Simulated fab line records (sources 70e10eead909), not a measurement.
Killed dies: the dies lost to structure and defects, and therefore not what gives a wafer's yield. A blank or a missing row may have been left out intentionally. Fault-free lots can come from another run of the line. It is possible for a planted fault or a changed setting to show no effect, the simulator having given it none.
Comparing a struck lot with a sound one ; flow nand harc ; 41 steps out of a route of 1159
Sound: these wafers, L480.2, L480.3, L480.5. Struck: wafer L494.1. Last of all comes the cause.
For every step that has rows: the tool of each side, followed by ch and its chambers, followed by its first start. Under that, the readings that differ: sound wafers ; struck wafers ; difference of the means ; sigmas: that difference in standard deviations of wafers without a fault.
alike: readings with means less than 2 such deviations apart, plus words and numbers identical on both sides. not compared: withheld readings, readings lacking a value on some wafer, bounds such as >300 that could conceal the same value, and numbers that have no deviation in the record and whose values overlap.
Wherever a step has rows on one side only, a row that says differs or no value, or a row with sigmas, the two part there. Non-overlapping numbers with no deviation appear without sigmas and do not part them. Lack of a reading on every wafer of one side parts them only where that side has two or more wafers.

first, 9 steps without rows for these wafers: NHARC_A_STAIRCASE_COAT_160; NHARC_A_STAIRCASE_SOFTBAKE_161 (time 170 s); NHARC_A_STAIRCASE_EBR_162; NHARC_A_STAIRCASE_EXPOSE_163 (exposes mask STAIR OPEN); NHARC_A_STAIRCASE_PEB_164 (peb time 130 s); NHARC_A_STAIRCASE_DEVELOP_165 (time 140 s); NHARC_A_STAIRCASE_HARDBAKE_167 (time 140 s); NHARC_A_STAIRCASE_DESCUM_168 (chemistry O2, time 3 s); NHARC_A_STAIRCASE_ETCH_169 (etches the open film in CH3F/O2, target depth 50 nm, time 107.1 s).
NHARC_A_STAIRCASE_ETCH_170: etches the open film in C4F6/O2, target depth 200 nm, time 66.667 s.
  sound on rie diel-06 ch 0,1,3; struck on rie diel-06 ch 3
  alike: drypump motor current A, oes product au, rf vpp V, showerhead plenum p Torr, throttle valve pct
  not compared: rf hours counter h
NHARC_A_STAIRCASE_STRIP_171: strips in O2.
  sound on plasma asher-02 ch 0,1, day 11 17:03; struck on plasma asher-01 ch 0, day 15 21:04
  alike: drypump motor current A, heater power w
  not compared: rf hours counter h
NHARC_A_STAIRCASE_STRIP_172: strips in SPM, time 900 s.
  sound on wet bench-07 ch 2,5,6, day 11 17:22; struck on wet bench-07 ch 0, day 15 21:26
  alike: bath heat duty pct
then, 13 steps without rows for these wafers: NHARC_A_STAIRCASE_PRECLEAN_173 (cleans in SC1); NHARC_A_STAIRCASE_SRD_174; NHARC_A_STAIRCASE_DEHYDRATE_01 (time 120 s); NHARC_A_STAIRCASE_HMDS_02 (time 30 s); NHARC_A_STAIRCASE_COAT_03; NHARC_A_STAIRCASE_SOFTBAKE_04 (time 170 s); NHARC_A_STAIRCASE_EBR_05; NHARC_A_STAIRCASE_EXPOSE_06 (exposes mask STAIR); NHARC_A_STAIRCASE_PEB_07 (peb time 130 s); NHARC_A_STAIRCASE_DEVELOP_08 (time 140 s); NHARC_A_STAIRCASE_HARDBAKE_10 (time 140 s); NHARC_A_STAIRCASE_DESCUM_11 (chemistry O2, time 3 s); NHARC_A_STAIRCASE_TRIM_12 (chemistry O2, time 211.2 s).
NHARC_A_STAIRCASE_ETCH_13: etches the open film in C4F8/O2, target depth 100 nm, time 40.5 s.
  sound on rie diel-06 ch 1,2,3; struck on rie diel-07 ch 1
reading;sound;struck;difference;sigmas
oes product au (a.u.);0.968 0.937 0.934;0.915;-0.031;-2
  alike: rf vpp V
  not compared: rf hours counter h
then, 5 steps without rows for these wafers: NHARC_A_STAIRCASE_TRIM_14 (chemistry O2, time 211.2 s); NHARC_A_STAIRCASE_ETCH_15 (etches the open film in C4F8/O2, target depth 100 nm, time 40.5 s); NHARC_A_STAIRCASE_TRIM_16 (chemistry O2, time 211.2 s); NHARC_A_STAIRCASE_ETCH_17 (etches the open film in C4F8/O2, target depth 100 nm, time 40.5 s); NHARC_A_STAIRCASE_TRIM_18 (chemistry O2, time 211.2 s).
NHARC_A_STAIRCASE_ETCH_19: etches the open film in C4F8/O2, target depth 100 nm, time 40.5 s.
  sound on rie diel-06 ch 0,1,3; struck on rie diel-07 ch 3
  alike: oes product au, rf vpp V
  not compared: rf hours counter h
then, 3 steps without rows for these wafers: NHARC_A_STAIRCASE_TRIM_20 (chemistry O2, time 211.2 s); NHARC_A_STAIRCASE_ETCH_21 (etches the open film in C4F8/O2, target depth 100 nm, time 40.5 s); NHARC_A_STAIRCASE_TRIM_22 (chemistry O2, time 211.2 s).
NHARC_A_STAIRCASE_ETCH_23: etches the open film in C4F8/O2, target depth 100 nm, time 40.5 s.
  sound on rie diel-06 ch 1,3; struck on rie diel-07 ch 2
  alike: oes product au, rf vpp V
  not compared: rf hours counter h
then, 3 steps without rows for these wafers: NHARC_A_STAIRCASE_TRIM_24 (chemistry O2, time 211.2 s); NHARC_A_STAIRCASE_ETCH_25 (etches the open film in C4F8/O2, target depth 100 nm, time 40.5 s); NHARC_A_STAIRCASE_TRIM_26 (chemistry O2, time 211.2 s).
-- record jumps: 3 days separate the struck wafers' starts on either side; left off in module A_STAIRCASE, taken up again in module A_SGD_CUT, whose first shown step is the route's number 761 --
NHARC_A_SGD_CUT_DESCUM_14: chemistry O2, time 3 s.
  sound on rie diel-01 ch 0,1,3, day 14 16:02; struck on rie diel-01 ch 3, day 19 03:34
reading;sound;struck;difference;sigmas
hold;- - -;await dispo/3.1h/release;no value on the sound wafers;
  alike: drypump motor current A, oes product au, rf vpp V, showerhead plenum p Torr, throttle valve pct
  not compared: rf hours counter h
-- break in the record here, with 5 days between the starts of the struck wafers on either side (left off in module A_SGD_CUT, picked up again in module END, where the first step shown is number 1159 on the route) --
NHARC_END_SORT_01:
  sound on prober-02 ch 0, day 19 15:49; struck on prober-01 ch 0, day 24 14:41
reading;sound;struck;difference;sigmas
killed at array;20;50;+30;+4
killed dies;23;51;+28;+3
  alike: killed at other, killed at periphery, killed open, killed short

WHERE THEY PART
First at NHARC_A_STAIRCASE_ETCH_13; last, within this record, at NHARC_END_SORT_01.

WHY: what had been put in by the simulator
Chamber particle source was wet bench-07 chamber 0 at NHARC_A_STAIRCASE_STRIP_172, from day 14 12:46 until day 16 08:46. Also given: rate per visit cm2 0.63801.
